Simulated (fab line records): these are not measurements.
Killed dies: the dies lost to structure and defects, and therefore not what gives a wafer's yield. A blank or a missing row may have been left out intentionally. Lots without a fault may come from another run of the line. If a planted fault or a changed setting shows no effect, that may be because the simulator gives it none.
fab line records + flow n5-finfet
record
- lots=3
- wafers=9
- last-day=16
route steps=1938 shown BEOL_M13@1684 BEOL_M14@1716 BEOL_M15@1830 PASSIVATION@1936
lots untouched by any fault: they come from a run of this same line in which no faults occurred
start-h: start of the lot's first displayed wafer, in hours after the record's first day + wait-h: hours elapsed since this lot's preceding step + " repeats the value in the row above + L1.1+2: a row that stands for several wafers + - either no value or no given start + * or withheld: withheld + < > ~ a bound
route shown NAME@n: names a module that has steps shown in the file, with the first one's number in the route + usual: mean/standard deviation of fault-free wafers + same: alike in all rows + chamber/n: place in a boat + sites: per-site readings + _std_site: the standard deviation of these + _edge_site: mean of outer sites minus mean of inner sites + radius-mm: for every site, how far away it sits from the centre of the wafer + mask NAME#n: copy n + behind: tool/chamber where the wafer was last shaped + hold: reason for holding the lot/hours on hold/outcome of the hold + device: the transistor (n, p or np) that didn't switch + end of line: tests run on the same wafers once the route is complete + a step with no rows: only its recipe + killed: at the first sort, the dies lost to defects and structure; wafer yield is something else + map: per-die view of a wafer (x killed, . not killed, _ where there is no die)
set.NAME: the setting that was run; set.NAME@STEP: the one run at that earlier step + model.NAME: the simulator's own value behind a step, which no gauge read
a table for each step, a row for each wafer; lots at some steps of the route
services: the hour from which a tool's chamber was out of use, counted from the record's first day as start-h (under 0 if before that day), plus the number of hours and why
## steps
# step N5_BEOL_M13_SOFTBAKE_23
# recipe
- temp-c=130
- time-s=60
# step N5_BEOL_M13_EXPOSE_25
# recipe
- mask-id=M13
- na=0.93
- source-shape=conventional
- sigma-outer=0.4
- polarization=unpolarized
- target-cd-nm=210
- dose-mj=22
# step N5_BEOL_M13_PEB_26
# recipe
- peb-temp-c=130
- peb-time-s=90
# step N5_BEOL_M13_DEVELOP_27
# recipe
- develop-time-s=45
- rinse-liquid=diw
- dry=air-spin
- dev-temp-c=21
# step N5_BEOL_M13_HARDBAKE_32
# recipe
- temp-c=130
- time-s=120
# step N5_BEOL_M13_DESCUM_33
# recipe
- chemistry=O2
- time-s=7.9
- source-power-w=50
- bias-power-w=20
- pressure-mtorr=20
- rf-frequency-hz=2.712e+07
- temp-c=40
- o2-flow-sccm=225
# step N5_BEOL_M13_ETCH_67
# recipe
- chemistry=CF4
- target=SiARC
- target-depth-a=1430
- time-s=238.3
- ion-energy-ev=80
- pressure-mtorr=40
- source-w=545
- bias-w=36
- Ar_flow_sccm=100
- cf4-flow-sccm=100
- ends=cleared
# step N5_BEOL_M13_ETCH_68
# recipe
- chemistry=N2/H2
- target=SOC
- mask-material=SiARC
- source-w=3000
- bias-w=350
- temp-c=40
- time-s=355
- ion-energy-ev=200
- pressure-mtorr=30
- n2-flow-sccm=200
- h2-flow-sccm=200
# step N5_BEOL_M13_STRIP_69
# recipe
- chemistry=N2/H2
- temp-c=40
- n2-flow-sccm=200
- h2-flow-sccm=200
- rf-frequency-hz=6e+07
# step N5_BEOL_M13_TRENCH_ETCH_34
# recipe
- chemistry=C4F8/O2/Ar
- target=SiOC
- target-depth-a=4134.7
- mask-material=SOC
- pressure-mtorr=30
- source-w=3000
- bias-w=700
- Ar_flow_sccm=400
- C4F8_flow_sccm=15
- O2_flow_sccm=8
- he-inner-torr=15
- he-outer-torr=30
- time-s=162.6
- ion-energy-ev=250
# usual
- C4F8_flow_sccm=15.00/0.043
- O2_flow_sccm=8.001/0.023
- drypump-motor-current-A=5.8/0.5
- oes-product-au=0.80/0.1
- rf-vpp-V=666/3.5
- showerhead-plenum-p-Torr=3.44/0.13
- throttle-valve-pct=24.21/0.28
| lot.wafer | tool        | chamber | start-h | wait-h | C4F8_flow_sccm | O2_flow_sccm | drypump-motor-current-A | oes-product-au | rf-hours-counter-h | rf-vpp-V | showerhead-plenum-p-Torr | throttle-valve-pct | model.etch.depth-nm |
|-----------|-------------|---------|---------|--------|----------------|--------------|-------------------------|----------------|--------------------|----------|--------------------------|--------------------|---------------------|
| L984.1    | rie-diel-01 | 2       | 231.52  | 0.0    | 14.95          | 8.003        | 5.7                     | 0.69           | 254                | 663      | 3.35                     | 24.61              | 407.7               |
| L984.2    | "           | 3       | "       | "      | 14.94          | 7.988        | 6.6                     | 0.72           | 185                | 670      | 3.55                     | 24.50              | 417.5               |
| L984.4    | "           | 1       | "       | "      | 15.01          | 8.033        | 6.6                     | 0.68           | 243                | 661      | 3.25                     | 23.94              | 411.6               |
| L991.3    | rie-diel-03 | 1       | 282.28  | 0.0    | 15.00          | 8.019        | 5.7                     | 0.73           | 216                | 661      | 3.25                     | 24.43              | 420.2               |
| L991.4    | "           | 3       | "       | "      | 14.94          | 8.028        | 5.0                     | 0.71           | -                  | 664      | 3.33                     | 24.15              | 413.9               |
| L991.6    | "           | 2       | "       | "      | 14.93          | 8.032        | 5.3                     | 0.99           | -                  | 670      | 3.50                     | 24.14              | 421                 |
| L103.2    | rie-diel-01 | 2       | 360.15  | 0.0    | 14.92          | 8.027        | 5.7                     | 0.92           | 26                 | 664      | 3.34                     | 24.29              | 422                 |
| L103.3    | "           | 3       | "       | "      | 15.08          | 8.003        | 6.6                     | 0.69           | 226                | 670      | 3.52                     | 24.56              | 415.7               |
| L103.5    | "           | 2       | "       | "      | 14.94          | 8.006        | 5.7                     | 1.28           | -                  | 664      | 3.34                     | 24.39              | 682.1               |
# step N5_BEOL_M13_STRIP_70
# recipe
- chemistry=C4F8/O2/Ar
- resist=SiARC
- rf-frequency-hz=6e+07
# step N5_BEOL_M13_OCD_MEAS_35
# usual
- trench-depth-nm=414/5.5
| lot.wafer | tool   | chamber | start-h | wait-h | trench-depth-nm |
|-----------|--------|---------|---------|--------|-----------------|
| L984.1    | ocd-02 | -       | 231.69  | 0.0    | 408             |
| L984.2    | "      | -       | "       | "      | 418             |
| L984.4    | "      | -       | "       | "      | 412             |
| L991.3    | ocd-02 | -       | 282.46  | 0.0    | 421             |
| L991.4    | "      | -       | "       | "      | 414             |
| L991.6    | "      | -       | "       | "      | 420             |
| L103.2    | ocd-02 | -       | 360.33  | 0.0    | 422             |
| L103.3    | "      | -       | "       | "      | 416             |
| L103.5    | "      | -       | "       | "      | 682             |
# step N5_BEOL_M13_STRIP_37
# recipe
- chemistry=N2/H2
- power-w=1000
- temp-c=250
- h2-frac=0.65
- overash-fraction=0.3
- pressure-mtorr=withheld
- n2-flow-sccm=1750
- h2-flow-sccm=3250
# step N5_BEOL_M13_ETCH_38
# recipe
- chemistry=CF4/N2
- target=SiCN
- target-depth-a=675
- taper-deg=2
- time-s=71.9
- ion-energy-ev=150
- mask-material=SiO2
- pressure-mtorr=40
- source-w=430
- bias-w=70
- Ar_flow_sccm=100
- cf4-flow-sccm=60
- n2-flow-sccm=60
# step N5_BEOL_M13_PRECLEAN_39
# recipe
- chemistry=residue-remover
- time-s=60
- temp-c=40
# step N5_BEOL_M13_SRD_40
# recipe
- time-s=30
- temp-c=23
- rinse-liquid=diw
- dry=n2-spin
- spin-rpm=1500
- dry-time-s=30
# step N5_BEOL_M13_DEGAS_41
# recipe
- ambient=vacuum
- temp-c=250
- time-s=60
# step N5_BEOL_M13_PRE_CLEAN_42
# recipe
- gas=H2/He
- time-s=30
- temp-c=250
# step N5_BEOL_M13_SPUTTER_43
# recipe
- material=TaN
- target-thk-a=150
- temp-c=50
- bias-v=168.6
- power-w=15000
- chamber-pressure-pa=0.12
- time-s=24.19
# step N5_BEOL_M13_SPUTTER_44
# recipe
- material=Ta
- target-thk-a=100
- temp-c=50
- bias-v=80
- power-w=15000
- chamber-pressure-pa=0.07
- time-s=16.13
# step N5_BEOL_M13_SPUTTER_45
# recipe
- material=Cu
- target-thk-a=800
- temp-c=-20
- bias-v=60
- power-w=26000
- chamber-pressure-pa=0.13
- time-s=13.33
# step N5_BEOL_M13_ECD_47
# recipe
- material=Cu
- target-thk-a=9360
# step N5_BEOL_M13_ANNEAL_48
# recipe
- temp-c=225
- time-s=90
- ambient=N2
# step N5_BEOL_M13_CMP_49
# recipe
- stop-on=SiOC
- t-overpolish-s=17.1
- down-force-psi=1
- platen-rpm=50
- clearing-platen-down-force-psi=1.5
- clearing-platen-rpm=50
- post-cmp-clean=cu-alkaline
- target-thk-nm=420
- clearing-platen-pad-velocity-m-s=0.99484
- pad-velocity-m-s=0.99484
# usual
- barrier-field-endpoint-s=30.5/0.79
- head-pressure-psi=0.9999/0.002
- motor-current-A=6.0/0.62
- overpolish-run-s=17.099/0.0093
- retaining-ring-pressure-frac=1.000/0.0043
| lot.wafer | tool   | chamber | start-h | wait-h | barrier-field-endpoint-s | head-pressure-psi | motor-current-A | overpolish-run-s | retaining-ring-pressure-frac | model.Cu_of_BEOL_M13_ECD_47.thk-nm |
|-----------|--------|---------|---------|--------|--------------------------|-------------------|-----------------|------------------|------------------------------|------------------------------------|
| L984.4    | cmp-02 | 1       | 235.92  | 0.1    | 31.3                     | 0.9964            | 6.3             | 17.107           | 0.997                        | 417.4                              |
| L984.1    | "      | 2       | "       | "      | 31.0                     | 1.0022            | 6.4             | 17.104           | 1.001                        | 413.6                              |
| L984.2    | "      | 3       | "       | "      | 31.1                     | 0.9965            | 7.2             | 17.102           | 1.001                        | 423.6                              |
| L991.4    | cmp-03 | 3       | 284.96  | 0.2    | 30.8                     | 1.0043            | 6.2             | 17.116           | 1.001                        | 421                                |
| L991.3    | "      | 0       | "       | "      | 32.6                     | 1.0000            | 6.3             | 17.108           | 0.996                        | 429.2                              |
| L991.6    | "      | 2       | "       | "      | 29.4                     | 0.9996            | 6.6             | 17.110           | 0.994                        | 427.6                              |
| L103.3    | cmp-03 | 0       | 362.91  | 0.2    | 31.5                     | 1.0016            | 5.7             | 17.090           | 0.990                        | 422.6                              |
| L103.2    | "      | 1       | "       | "      | 30.8                     | 0.9964            | 5.4             | 17.109           | 0.992                        | 427                                |
| L103.5    | "      | 0       | "       | "      | 30.8                     | 1.0008            | 6.2             | 17.105           | 0.996                        | 689.8                              |
# step N5_BEOL_M13_THK_MEAS_50
# recipe
- thk-meas-gauge=xrf
- reads=Cu_of_BEOL_M13_ECD_47
# usual
- M13_THK=426/6.5
| lot.wafer | tool          | chamber | start-h | wait-h | M13_THK[nm] |
|-----------|---------------|---------|---------|--------|-------------|
| L984.1    | film-metro-02 | -       | 236.22  | -      | 421         |
| L984.2    | "             | -       | "       | "      | 430         |
| L984.4    | "             | -       | "       | "      | 421         |
| L991.3    | film-metro-01 | -       | 285.22  | -      | 431         |
| L991.4    | "             | -       | "       | "      | 422         |
| L991.6    | "             | -       | "       | "      | 429         |
| L103.2    | film-metro-01 | -       | 363.16  | -      | 430         |
| L103.3    | "             | -       | "       | "      | 423         |
| L103.5    | "             | -       | "       | "      | 698         |
# step N5_BEOL_M13_PRE_CLEAN_52
# recipe
- gas=NH3
- time-s=15
- temp-c=withheld
- rf-power-w=300
# step N5_BEOL_M13_DEP_53
# recipe
- material=SiCN
- target-thk-a=500
- temp-c=withheld
- precursor=3MS/NH3
- pressure-torr=3
- rf-w=675
- time-s=17.8
# step N5_BEOL_M13_RS_MEAS_54
# recipe
- thk-meas-gauge=four-point-probe
- reads=Cu_of_BEOL_M13_ECD_47+Ta_of_BEOL_M13_SPUTTER_44+TaN_of_BEOL_M13_SPUTTER_43
# usual
- M13_RS=0.0449/0.00062
| lot.wafer | tool          | chamber | start-h | wait-h | M13_RS[ohm/sq] |
|-----------|---------------|---------|---------|--------|----------------|
| L984.1    | film-metro-01 | -       | 236.35  | 0.0    | 0.0457         |
| L984.2    | "             | -       | "       | "      | 0.0445         |
| L984.4    | "             | -       | "       | "      | 0.0452         |
| L991.3    | film-metro-02 | -       | 285.35  | 0.1    | 0.0439         |
| L991.4    | "             | -       | "       | "      | 0.0448         |
| L991.6    | "             | -       | "       | "      | 0.0441         |
| L103.2    | film-metro-01 | -       | 363.29  | 0.1    | 0.0442         |
| L103.3    | "             | -       | "       | "      | 0.0446         |
| L103.5    | "             | -       | "       | "      | 0.0270         |
# step N5_BEOL_M14_ILD_DEP_00
# recipe
- material=SiO2
- target-thk-a=11193
- temp-c=400
- precursor=TEOS/O2
- pressure-torr=6.5
- rf-w=900
- teos-flow-sccm=161.4
- gas=O2
- flow-sccm=2650
- time-s=237.4
# step N5_BEOL_M14_COAT_58
# recipe
- resist=BARC
- temp-c=205
- time-s=60
- spin-rpm=1500
- resist-thk-nm=89
# step N5_BEOL_M14_COAT_04
# recipe
- spin-rpm=1704
- resist-thk-nm=800
# step N5_BEOL_M14_EBR_06
# recipe
- solvent=PGMEA
- ebr-width-mm=1.5
# step N5_BEOL_M14_SOFTBAKE_05
# recipe
- temp-c=130
- time-s=60
# step N5_BEOL_M14_EXPOSE_07
# recipe
- mask-id=V13
- na=0.8
- source-shape=annular
- sigma-inner=0.5
- sigma-outer=0.8
- polarization=unpolarized
- attpsm-phase-deg=180
- dose-mj=57
# step N5_BEOL_M14_PEB_08
# recipe
- peb-temp-c=130
- peb-time-s=90
# step N5_BEOL_M14_DEVELOP_09
# recipe
- develop-time-s=45
- rinse-liquid=diw
- dry=air-spin
- dev-temp-c=21
# step N5_BEOL_M14_HARDBAKE_14
# recipe
- temp-c=130
- time-s=120
# step N5_BEOL_M15_RC_MEAS_101
# usual
- COMB_M10=1.43e-11/2.9e-12
- COMB_M11=1.43e-11/2.9e-12
- COMB_M12=6.5e-12/1.3e-12
- COMB_M14=3.8e-12/6.9e-13
- COMB_M15=2.6e-12/6.2e-13
- COMB_M5=3.5e-11/7.7e-12
- COMB_M6=2.5e-11/4.4e-12
- COMB_M7=2.6e-11/5.1e-12
- COMB_M8=2.6e-11/5.2e-12
- COMB_M9=1.46e-11/2.8e-12
- SERP_M10=3.08/0.11
- SERP_M11=3.01/0.091
- SERP_M12=0.637/0.022
- SERP_M13=0.306/0.0061
- SERP_M13_max_site=0.310/0.0063
- SERP_M14=0.160/0.0056
- SERP_M5=38.8/2.2
- SERP_M6=13.5/0.65
- SERP_M7=13.6/0.67
- SERP_M8=13.5/0.72
- SERP_M9=3.10/0.088
| lot.wafer | tool      | chamber | start-h | wait-h | COMB_M10[S/m] | COMB_M11[S/m] | COMB_M12[S/m] | COMB_M14[S/m] | COMB_M15[S/m] | COMB_M5[S/m] | COMB_M6[S/m] | COMB_M7[S/m] | COMB_M8[S/m] | COMB_M9[S/m] | SERP_M10[ohm/um] | SERP_M11[ohm/um] | SERP_M12[ohm/um] | SERP_M13[ohm/um] | SERP_M13_max_site[ohm/um] | SERP_M14[ohm/um] | SERP_M5[ohm/um] | SERP_M6[ohm/um] | SERP_M7[ohm/um] | SERP_M8[ohm/um] | SERP_M9[ohm/um] |
|-----------|-----------|---------|---------|--------|---------------|---------------|---------------|---------------|---------------|--------------|--------------|--------------|--------------|--------------|------------------|------------------|------------------|------------------|---------------------------|------------------|-----------------|-----------------|-----------------|-----------------|-----------------|
| L984.1    | prober-02 | 0       | 249.12  | 0.0    | 1.58e-11      | 1.3e-11       | 4.9e-12       | 3.8e-12       | 3.1e-12       | 3.4e-11      | 1.7e-11      | 2.9e-11      | 2.9e-11      | 1.51e-11     | 2.81             | 3.04             | 0.606            | 0.311            | 0.314                     | 0.168            | 35.4            | 13.6            | 13.0            | 13.5            | 3.06            |
| L984.2    | "         | 0       | "       | "      | 1.56e-11      | 1.49e-11      | 5.7e-12       | 4.9e-12       | 2.9e-12       | 3.6e-11      | 2e-11        | 3.2e-11      | 2.6e-11      | 1.41e-11     | 3.05             | 2.98             | 0.618            | 0.303            | 0.305                     | 0.159            | 40.6            | 12.6            | 14.1            | 13.6            | 3.12            |
| L984.4    | "         | 0       | "       | "      | 1.61e-11      | 1.53e-11      | 7.8e-12       | 4.4e-12       | 2.7e-12       | 3.2e-11      | 2.3e-11      | 2.9e-11      | 2.7e-11      | 1.18e-11     | 2.80             | 2.97             | 0.650            | 0.303            | 0.306                     | 0.155            | 40.0            | 13.5            | 14.2            | 13.3            | 3.02            |
| L991.3    | prober-02 | 0       | 297.37  | 0.7    | 1.38e-11      | 1.47e-11      | 7.8e-12       | 3.7e-12       | 2e-12         | 2.7e-11      | 3.1e-11      | 1.6e-11      | 2.4e-11      | 1.53e-11     | 3.01             | 3.06             | 0.652            | 0.305            | 0.309                     | 0.166            | 38.3            | 13.6            | 13.8            | 12.9            | 3.14            |
| L991.4    | "         | 0       | "       | "      | 1.64e-11      | 1.33e-11      | 6.6e-12       | 4.1e-12       | 2.6e-12       | 2.9e-11      | 3.1e-11      | 2.4e-11      | 2.6e-11      | 1.78e-11     | 2.94             | 2.94             | 0.613            | 0.308            | 0.313                     | 0.166            | 40.8            | 12.5            | 12.6            | 13.4            | 3.05            |
| L991.6    | "         | 0       | "       | "      | 1.07e-11      | 1.39e-11      | 7.4e-12       | 3.6e-12       | 2.8e-12       | 3.3e-11      | 3.1e-11      | 2.3e-11      | 1.9e-11      | 1.33e-11     | 2.96             | 2.93             | 0.610            | 0.303            | 0.308                     | 0.171            | 35.3            | 13.3            | 13.1            | 13.5            | 3.08            |
| L103.2    | prober-02 | 0       | 379.70  | 0.2    | 1.53e-11      | 1.23e-11      | 5.6e-12       | 4.6e-12       | 2.2e-12       | 2.3e-11      | 2.1e-11      | 3e-11        | 2.9e-11      | 1.29e-11     | 2.88             | 2.96             | 0.665            | 0.300            | 0.301                     | 0.165            | 39.2            | 14.5            | 13.1            | 13.5            | 2.93            |
| L103.3    | "         | 0       | "       | "      | 1.53e-11      | 1.2e-11       | 5e-12         | 3.7e-12       | 4.1e-12       | 3.4e-11      | 1.7e-11      | 3.2e-11      | 2.8e-11      | 1.22e-11     | 2.88             | 2.96             | 0.653            | 0.302            | 0.304                     | 0.160            | 39.6            | 13.5            | 13.3            | 13.0            | 3.06            |
| L103.5    | "         | 0       | "       | "      | 1.32e-11      | 1.58e-11      | 7.9e-12       | 3.4e-12       | 3.8e-12       | 3.3e-11      | 2.3e-11      | 2.4e-11      | 2.9e-11      | 1.24e-11     | 2.98             | 2.96             | 0.629            | 0.179            | 0.182                     | 0.159            | 41.4            | 14.5            | 13.0            | 14.0            | 3.15            |
# sites SERP_M13 radius-mm=0,75,75,75,75,140,140,140,140
L984.1 0.310 0.312 0.311 0.307 0.310 0.311 0.310 0.314 0.313
L991.3 0.302 0.309 0.307 0.303 0.308 0.303 0.305 0.306 0.301
L103.2 0.294 0.299 0.300 0.298 0.300 0.301 0.296 0.300 0.301
# step N5_PASSIVATION_PROBE_49
# usual
- defect-limited-yield=91.1/1.5
- killed_at_M0_to_M3=37/11
- killed_at_M4_up=13/5.6
- killed-at-contacts=12/5.6
- killed-at-front-end=39/11
- killed-at-other=4/3.1
- killed-dies=105/18
- killed-open=69/13
- killed-short=35/7.4
- sort_bin_5_function=5.1/0.92
- sort_bin_6_memory=3.4/0.76
- sort-n-pass=1075/18
- sort-yield-pct=91.1/1.5
# same
- gross-dies=1180
- killed-at-back-side=0
- sort_bin_4_leakage[%]=0
- sort_bin_8_speed[%]=0
| lot.wafer | tool      | chamber | start-h | wait-h | defect-limited-yield[%] | killed_at_M0_to_M3 | killed_at_M4_up | killed-at-contacts | killed-at-front-end | killed-at-other | killed-dies | killed-open | killed-short | sort_bin_5_function[%] | sort_bin_6_memory[%] | sort-n-pass | sort-yield-pct[%] |
|-----------|-----------|---------|---------|--------|-------------------------|--------------------|-----------------|--------------------|---------------------|-----------------|-------------|-------------|--------------|------------------------|----------------------|-------------|-------------------|
| L984.1    | prober-01 | -       | 264.43  | 0.0    | 90.8                    | 33                 | 13              | 20                 | 41                  | 1               | 108         | 69          | 38           | 4.8                    | 4.1                  | 1072        | 90.8              |
| L984.2    | prober-01 | -       | 264.48  | 0.1    | 92.0                    | 40                 | 8               | 17                 | 27                  | 2               | 94          | 60          | 34           | 4.3                    | 3.5                  | 1086        | 92.0              |
| L984.4    | prober-01 | -       | 264.58  | 0.2    | 91.6                    | 44                 | 13              | 21                 | 20                  | 1               | 99          | 76          | 23           | 4.6                    | 3.6                  | 1081        | 91.6              |
| L991.3    | prober-02 | -       | 310.39  | 0.1    | 90.3                    | 29                 | 9               | 7                  | 66                  | 4               | 115         | 78          | 36           | 5.5                    | 3.8                  | 1065        | 90.3              |
| L991.4    | prober-02 | -       | 310.44  | 0.2    | 90.2                    | 30                 | 17              | 14                 | 55                  | 0               | 116         | 79          | 34           | 5.0                    | 4.1                  | 1064        | 90.2              |
| L991.6    | prober-02 | -       | 310.54  | 0.3    | 90.4                    | 23                 | 20              | 13                 | 54                  | 3               | 113         | 77          | 33           | 5.8                    | 3.5                  | 1067        | 90.4              |
| L103.2    | prober-02 | -       | 391.87  | 0.1    | 90.0                    | 47                 | 17              | 24                 | 29                  | 1               | 118         | 72          | 45           | 6.1                    | 3.6                  | 1062        | 90.0              |
| L103.3    | prober-02 | -       | 391.92  | 0.1    | 91.9                    | 29                 | 8               | 11                 | 45                  | 3               | 96          | 70          | 25           | 3.9                    | 3.8                  | 1084        | 91.9              |
| L103.5    | prober-02 | -       | 392.02  | 0.2    | 90.3                    | 48                 | 16              | 3                  | 44                  | 4               | 115         | 78          | 37           | 5.5                    | 4.0                  | 1065        | 90.3              |
# killed by level:class
L984.1 MOL_CONTACT_COAG:geometric-particle:open=15 BEOL_M3:geometric-particle:open=11 GATE_CUT:geometric-particle:short=8 FIN_SAQP:geometric-particle:short=7 ILD0:geometric-particle:short=6 FIN_SAQP:geometric-particle:open=5 MOL_CONTACT_COAG:geometric-particle:short=5 BEOL_M1:geometric-particle:open=5
L984.2 MOL_CONTACT_COAG:geometric-particle:open=15 GATE_CUT:geometric-particle:short=9 BEOL_M2:geometric-particle:open=8 BEOL_M0_SAQP:geometric-particle:open=7 BEOL_M0_SAQP:geometric-particle:short=7 BEOL_M3:geometric-particle:open=7 BEOL_M3:geometric-particle:short=5 FIN_SAQP:geometric-particle:short=4
L984.4 MOL_CONTACT_COAG:geometric-particle:open=17 BEOL_M3:geometric-particle:open=14 BEOL_M0_SAQP:geometric-particle:open=10 BEOL_M2:geometric-particle:open=6 GATE_CUT:geometric-particle:short=5 BEOL_M0_SAQP:geometric-particle:short=5 MOL_CONTACT_COAG:geometric-particle:short=4 BEOL_M3:geometric-particle:short=4
L991.3 STI_FIN_REVEAL:geometric-particle:open=18 FIN_SAQP:geometric-particle:short=13 FIN_SAQP:geometric-particle:open=12 BEOL_M3:geometric-particle:open=9 MOL_CONTACT_COAG:geometric-particle:open=7 BEOL_M0_SAQP:geometric-particle:short=6 STARTING-WAFER:geometric-particle:open=6 DUMMY_GATE:geometric-particle:open=5
L991.4 MOL_CONTACT_COAG:geometric-particle:open=14 STI_FIN_REVEAL:geometric-particle:open=10 BEOL_M3:geometric-particle:open=10 BEOL_M4:geometric-particle:open=10 FIN_SAQP:geometric-particle:open=7 FIN_SAQP:geometric-particle:short=7 BEOL_M0_SAQP:geometric-particle:short=6 GATE_CUT:geometric-particle:short=5
L991.6 BEOL_M4:geometric-particle:open=14 MOL_CONTACT_COAG:geometric-particle:open=10 FIN_SAQP:geometric-particle:open=9 STI_FIN_REVEAL:geometric-particle:open=8 FIN_SAQP:geometric-particle:short=7 ILD0:geometric-particle:open=6 ILD0:geometric-particle:short=6 BEOL_M3:geometric-particle:open=6
L103.2 MOL_CONTACT_COAG:geometric-particle:open=23 BEOL_M0_SAQP:geometric-particle:short=10 BEOL_M3:geometric-particle:open=8 GATE_CUT:geometric-particle:short=7 BEOL_M2:geometric-particle:open=7 BEOL_M2:geometric-particle:short=6 BEOL_M4:geometric-particle:open=6 BEOL_M1:geometric-particle:open=5
L103.3 FIN_SAQP:geometric-particle:open=12 BEOL_M3:geometric-particle:open=12 MOL_CONTACT_COAG:geometric-particle:open=9 STI_FIN_REVEAL:geometric-particle:open=7 DUMMY_GATE:geometric-particle:open=5 GATE_CUT:geometric-particle:open=5 BEOL_M1:geometric-particle:open=4 GATE_CUT:geometric-particle:short=3
L103.5 BEOL_M2:geometric-particle:open=13 FIN_SAQP:geometric-particle:open=10 BEOL_M4:geometric-particle:open=10 STI_FIN_REVEAL:geometric-particle:open=7 BEOL_M0_SAQP:geometric-particle:open=7 GATE_CUT:geometric-particle:short=6 BEOL_M1:geometric-particle:open=6 DUMMY_GATE:geometric-particle:open=5
## services
| tool        | chamber | start-h | hours | kind                           |
|-------------|---------|---------|-------|--------------------------------|
| cmp-02      | -       | 212.30  | 1.2   | repair                         |
| rie-diel-01 | 3       | 218.89  | 5.0   | repair                         |
| cmp-03      | -       | 230.95  | 1.3   | repair                         |
| rie-diel-01 | 2       | 237.75  | 12.4  | repair                         |
| cmp-02      | -       | 240.29  | 1.6   | repair                         |
| rie-diel-03 | 2       | 244.14  | -     | clean                          |
| rie-diel-03 | 2       | 244.14  | -     | consumable-replace:focus-ring  |
| rie-diel-01 | 2       | 250.55  | -     | clean                          |
| rie-diel-01 | 2       | 250.55  | -     | consumable-replace:focus-ring  |
| rie-diel-01 | 2       | 250.55  | 18.5  | scheduled-down                 |
| rie-diel-01 | 2       | 250.55  | 18.5  | vent-cycle                     |
| rie-diel-01 | 1       | 269.04  | -     | clean                          |
| rie-diel-01 | 1       | 269.04  | -     | consumable-replace:focus-ring  |
| rie-diel-01 | 1       | 269.04  | -     | consumable-replace:showerhead  |
| rie-diel-01 | 1       | 269.04  | 21.5  | scheduled-down                 |
| rie-diel-01 | 1       | 269.04  | 21.5  | vent-cycle                     |
| cmp-02      | -       | 282.76  | 1.0   | repair                         |
| cmp-02      | -       | 313.07  | 4.0   | pm                             |
| cmp-03      | -       | 314.67  | 4.0   | pm                             |
| cmp-02      | -       | 317.07  | 3.0   | pm                             |
| cmp-03      | -       | 318.67  | -     | consumable-replace:conditioner |
| cmp-03      | -       | 318.67  | -     | consumable-replace:pad         |
| rie-diel-01 | 1       | 326.94  | 2.6   | repair                         |
| cmp-03      | -       | 337.53  | 6.3   | repair                         |
## key
first-sign
- step=N5_BEOL_M13_TRENCH_ETCH_34
- reading=oes-product-au
- direction=up
- sigmas=4.7
- usual=0.80
- struck=1.28
effect
- step=N5_BEOL_M13_OCD_MEAS_35
- reading=trench-depth-nm
- direction=up
- sigmas=49
- usual=414
- struck=682
effect
- step=N5_BEOL_M13_THK_MEAS_50
- reading=M13_THK
- direction=up
- sigmas=42
- usual=426
- struck=698
effect
- step=N5_BEOL_M13_RS_MEAS_54
- reading=M13_RS
- direction=down
- sigmas=29
- usual=0.0449
- struck=0.0270
effect
- step=N5_BEOL_M15_RC_MEAS_101
- reading=SERP_M13
- direction=down
- sigmas=21
- usual=0.306
- struck=0.179
model-effect
- step=N5_BEOL_M13_TRENCH_ETCH_34
- value=etch.depth-nm
- without=420.9
- struck=682.1
model-effect
- step=N5_BEOL_M13_CMP_49
- value=Cu_of_BEOL_M13_ECD_47.thk-nm
- without=428.6
- struck=689.8
met-at N5_BEOL_M13_TRENCH_ETCH_34
struck-wafers L103.5
onset-between 231.52 360.15
fault
- kind=process-parameter-drift
- tool=rie-diel-01
- chamber=-
- onset-h=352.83
- steps=N5_BEOL_M13_TRENCH_ETCH_34
- channel=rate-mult
- offset=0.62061
- shape=step
- end-h=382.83
- scope=struck-wafers-only
